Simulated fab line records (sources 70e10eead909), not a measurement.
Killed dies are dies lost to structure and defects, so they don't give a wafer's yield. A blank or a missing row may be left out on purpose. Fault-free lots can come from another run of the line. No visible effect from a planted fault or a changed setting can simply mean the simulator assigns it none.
Matching of chambers -- flow nand harc -- pecvd-03 running NHARC_A_SGD_CUT_DEP_00: 3 sister chambers
The step deposits SiNx, target thk 50 nm. 3 wafers are shown with their chamber, then 7 later ones without.

## WAFERS WITH THEIR CHAMBER
wafer,chamber,heater power w (W)
L081.5,2,590
L087.2,1,856
L087.4,0,750

## WAFERS WITH NO CHAMBER GIVEN
wafer,heater power w (W)
L087.6,844
L088.1,779
L088.2,616
L088.5,791
L092.1,634
L092.2,753
L092.6,655

## WHICH CHAMBER EACH WENT THROUGH
wafer,from the rows above,in truth
L087.6,1,1
L088.1,can't be placed: 0 or 1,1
L088.2,2,2
L088.5,can't be placed: 0 or 1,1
L092.1,can't be placed: 2 or 0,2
L092.2,0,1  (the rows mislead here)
L092.6,can't be placed: 2 or 0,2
Correct placement for 2 of the 7. Can't be placed from these rows: 4 (the true chamber is among the candidates in 4). 1 placed wrongly.
How it was worked out, from the rows above alone: a wafer's distance from a chamber is the root of the sum, over the readings, of the square of ((its reading less the chamber's mean) divided by the reading's scatter). The wafer belongs to the nearest chamber; if the next one is less than 2 further off, it can't be placed. The mean given for a chamber averages the wafers shown for that chamber. The scatter (one wafer shown for each chamber): square how far every hidden wafer sits from the nearest shown wafer, average those squares and take the square root.
